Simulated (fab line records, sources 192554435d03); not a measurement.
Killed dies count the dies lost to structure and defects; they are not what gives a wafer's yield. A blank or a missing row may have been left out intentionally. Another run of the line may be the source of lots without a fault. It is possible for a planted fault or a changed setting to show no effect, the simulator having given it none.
Which of the tools did it? + flow n5 finfet + 12 lots (36 wafers sampled), 1 step of a 1938-step route

WHAT THE GAUGES SHOWED, per wafer
N5_BEOL_M8_CD_MEAS_35: the cd target is 40 nm.
| lot  | measured     | on        | cd nm (nm)     |
|------|--------------|-----------|----------------|
| L074 | day 9 15:47  | cd sem-01 | 39.1 39.0 39.9 |
| L077 | day 10 03:07 | cd sem-02 | 40.0 40.5 38.8 |
| L079 | day 10 08:07 | cd sem-02 | 40.0 40.7 40.1 |
| L081 | day 11 05:49 | cd sem-03 | 40.5 39.6 40.6 |
| L083 | day 11 12:33 | cd sem-01 | 39.9 40.6 39.6 |
| L085 | day 12 03:45 | cd sem-02 | 40.2 39.3 39.3 |
| L088 | day 12 17:40 | cd sem-01 | 38.9 39.3 39.6 |
| L090 | day 13 01:07 | cd sem-01 | 39.3 39.6 40.5 |
| L091 | day 13 03:40 | cd sem-03 | 40.2 40.0 40.2 |
| L093 | day 14 17:58 | cd sem-01 | 40.2 39.9 39.9 |
| L094 | day 14 19:40 | cd sem-03 | 39.1 38.4 39.5 |
| L096 | day 15 20:20 | cd sem-01 | 39.6 39.3 39.3 |

WHAT TOOL EACH LOT RAN ON (gives the tool, then ch and the chambers of the sampled wafers, and finally the start)
There is no process step in the record ahead of these readings.

THE ANSWER, worked out from the rows above alone
Rule: the lots themselves supply what counts as usual. Put in order of their means at a reading, lots are off if they are a third of the lots or fewer, leave a main group of 4 or more, and stand apart from it by a gap of 3 or more times the standard deviation of the main group's means; of several such gaps the widest counts. Not used: any main group whose means are identical at the precision the tables above print for the reading. Also off: a lot with no number at a reading for which 4 or more lots have one. Any other lot the step has rows for is counted as sound.
No lot is off at any reading shown: from this, nothing can be told.

WHAT THE SIMULATOR HAD PUT IN
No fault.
